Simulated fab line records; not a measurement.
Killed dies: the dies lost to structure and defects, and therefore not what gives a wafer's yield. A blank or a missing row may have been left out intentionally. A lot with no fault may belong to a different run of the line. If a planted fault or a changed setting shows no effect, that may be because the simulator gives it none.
What tool caused it?    flow n5 finfet    Sampling: 24 lots, 72 wafers, 3 of 1938 route steps

## WHAT EACH GAUGE READ, for each wafer
N5_MOL_CONTACT_COAG_CD_MEAS_101 targets a cd of 16 nm.
lot   measured      on         cd nm (nm)
L074  day 5 10:26   cd sem-02  15.47 16.49 16.17
L075  day 5 12:38   cd sem-02  15.80 16.11 15.73
L076  day 5 21:29   cd sem-03  15.87 15.66 15.44
L077  day 6 01:13   cd sem-02  15.86 16.07 15.80
L078  day 6 08:05   cd sem-03  15.60 16.04 15.92
L079  day 6 13:35   cd sem-02  15.80 16.41 16.07
L080  day 6 23:11   cd sem-02  15.87 16.01 15.68
L081  day 7 06:40   cd sem-02  15.67 16.06 15.98
L082  day 7 12:40   cd sem-02  16.15 16.22 15.71
L083  day 7 14:44   cd sem-02  16.01 15.75 16.18
L084  day 8 00:34   cd sem-02  16.13 16.00 16.59
L085  day 8 09:34   cd sem-02  15.43 16.02 16.29
L086  day 8 15:16   cd sem-03  16.14 16.20 15.95
L087  day 8 20:01   cd sem-02  15.91 16.56 16.20
L088  day 8 23:30   cd sem-02  16.08 16.00 15.94
L089  day 9 03:05   cd sem-03  15.74 15.67 15.63
L090  day 9 05:47   cd sem-03  15.82 15.80 16.32
L092  day 9 15:32   cd sem-02  16.00 15.76 16.27
L091  day 9 15:55   cd sem-01  15.56 15.29 15.81
L093  day 9 23:41   cd sem-02  16.05 15.58 15.87
L094  day 10 06:33  cd sem-02  15.57 16.50 15.70
L095  day 10 13:07  cd sem-03  16.14 15.93 15.89
L096  day 10 22:20  cd sem-03  16.17 15.78 15.78
L097  day 10 23:10  cd sem-03  15.83 16.37 16.04

N5_MOL_CONTACT_COAG_INSPECT_97: inspects for defects (darkfield).
lot   measured      on                 raw defect count
L074  day 5 14:16   defect inspect-01  25 30 15
L075  day 5 17:17   defect inspect-01  43 56 52
L076  day 6 01:40   defect inspect-01  45 50 48
L077  day 6 05:01   defect inspect-01  63 37 79
L078  day 6 12:24   defect inspect-01  52 33 25
L079  day 6 17:25   defect inspect-02  43 35 85
L080  day 7 03:01   defect inspect-01  51 22 50
L081  day 7 10:29   defect inspect-01  38 39 44
L082  day 7 16:27   defect inspect-02  48 38 74
L083  day 7 19:27   defect inspect-01  43 62 86
L084  day 8 04:22   defect inspect-02  60 44 74
L085  day 8 13:46   defect inspect-01  32 37 67
L086  day 8 19:05   defect inspect-01  33 44 55
L087  day 8 23:51   defect inspect-01  43 45 37
L088  day 9 03:22   defect inspect-02  37 22 34
L089  day 9 06:53   defect inspect-02  23 23 27
L090  day 9 09:53   defect inspect-02  46 39 31
L092  day 9 19:24   defect inspect-01  35 58 49
L091  day 9 22:23   defect inspect-02  61 34 70
L093  day 10 03:35  defect inspect-01  27 50 45
L094  day 10 10:21  defect inspect-02  42 61 56
L095  day 10 16:56  defect inspect-01  63 40 42
L096  day 11 02:10  defect inspect-02  49 59 59
L097  day 11 05:12  defect inspect-02  61 31 44

## EACH LOT AND THE TOOL THAT RAN IT (in order: tool; ch and the chambers of the sampled wafers; start)
lot   N5_MOL_CONTACT_COAG_CVD_140
L074  cvd w-01 ch 0,1, day 5 10:38
L075  cvd w-01 ch 0,1, day 5 12:51
L076  cvd w-01 ch 0, day 5 21:37
L077  cvd w-01 ch 0,1, day 6 01:21
L078  cvd w-01 ch 0,1, day 6 08:18
L079  cvd w-01 ch 0,1, day 6 13:43
L080  cvd w-01 ch 0,1, day 6 23:19
L081  cvd w-01 ch 0,1, day 7 06:48
L082  cvd w-01 ch 0, day 7 12:47
L083  cvd w-02 ch 0,1, day 7 14:52
L084  cvd w-01 ch 0,1, day 8 00:41
L085  cvd w-02 ch 0, day 8 09:56
L086  cvd w-01 ch 0,1, day 8 15:24
L087  cvd w-01 ch 0,1, day 8 20:09
L088  cvd w-02 ch 0,1, day 8 23:42
L089  cvd w-01 ch 0,1, day 9 03:13
L090  cvd w-01 ch 0,1, day 9 05:55
L092  cvd w-01 ch 0,1, day 9 15:40
L091  cvd w-02 ch 0,1, day 9 16:02
L093  cvd w-01 ch 0,1, day 9 23:49
L094  cvd w-02 ch 0,1, day 10 06:41
L095  cvd w-01 ch 0,1, day 10 13:15
L096  cvd w-01 ch 0,1, day 10 22:28
L097  cvd w-02 ch 0,1, day 10 23:22
- N5_MOL_CONTACT_COAG_CVD_140: deposits W, target thk 66.5 nm, time 215 s.

## AS READ BY THE TOOLS THEMSELVES (means over the sampled wafers that have a number; for cases with no such wafer, the mark the record gives instead)
N5_MOL_CONTACT_COAG_CVD_140.
lot   tool      heater power w (W)
L074  cvd w-01  510
L075  cvd w-01  473
L076  cvd w-01  428
L077  cvd w-01  503
L078  cvd w-01  499
L079  cvd w-01  494
L080  cvd w-01  468
L081  cvd w-01  462
L082  cvd w-01  432
L083  cvd w-02  519
L084  cvd w-01  467
L085  cvd w-02  499
L086  cvd w-01  476
L087  cvd w-01  462
L088  cvd w-02  511
L089  cvd w-01  504
L090  cvd w-01  506
L092  cvd w-01  506
L091  cvd w-02  508
L093  cvd w-01  465
L094  cvd w-02  517
L095  cvd w-01  471
L096  cvd w-01  477
L097  cvd w-02  506

## THE ANSWER, worked out from the rows above alone
Rule: the usual values come from the lots themselves. Put in order of their means at a reading, lots are off if they are a third of the lots or fewer, leave a main group of 4 or more, and stand apart from it by a gap of 3 or more times the standard deviation of the main group's means; of several such gaps the widest counts. Not used: any main group whose means are identical at the precision the tables above print for the reading. A lot without any number at a reading at which 4 lots or more have one is off too. Any other lot the step has rows for is counted as sound. The gauges are gone through in route order, then the tools' own readings, and for those a lot's mean is taken as printed above. The first step at which some lot is off is used, and at that step the reading that is off furthest; a lot without a number counts as furthest.
No lot is off at any reading shown: from this, nothing can be told.

## WHAT THE SIMULATOR HAD INSERTED
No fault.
